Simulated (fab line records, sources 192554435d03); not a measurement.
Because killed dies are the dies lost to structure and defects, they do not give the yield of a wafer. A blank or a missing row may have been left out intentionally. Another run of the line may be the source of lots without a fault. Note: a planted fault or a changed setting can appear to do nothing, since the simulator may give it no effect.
Matching of chambers ; flow n5-finfet ; 4 sister chambers for N5_DUMMY_GATE_ETCH_32 on rie-si-01
The step etches SiO2 in CF4, target depth 3.5 nm, time 3.9 s. 4 wafers are shown with their chamber, then 9 later ones without.

EACH WAFER AND ITS CHAMBER
wafer;chamber;throttle-valve-pct (%)
L088.4;3;21.34
L091.2;0;21.83
L091.3;1;21.97
L091.6;2;21.55

WAFERS WITH NO CHAMBER GIVEN
wafer;throttle-valve-pct (%)
L092.1;21.53
L092.2;21.34
L092.3;21.96
L096.2;21.56
L096.4;21.34
L096.6;21.55
L097.3;21.34
L097.5;21.95
L097.6;21.81

WHICH CHAMBER EACH WENT THROUGH
wafer;from the rows above;in truth
L092.1;2;2
L092.2;3;3
L092.3;1;1
L096.2;2;2
L096.4;3;3
L096.6;2;2
L097.3;3;3
L097.5;1;1
L097.6;0;0
Correctly placed: 9 of 9. From these rows, 0 cannot be placed. Number placed wrongly: 0.
How it was worked out, from the rows above alone: a wafer's distance from a chamber is the root of the sum, over the readings, of the square of ((its reading less the chamber's mean) divided by the reading's scatter). If the next closest chamber is less than 2 further off than the closest, the wafer can't be placed; otherwise it belongs to the closest. A chamber's mean is the mean of its shown wafers. The scatter: root of mean squared gap, hidden wafer to nearest shown wafer, with one shown wafer a chamber.
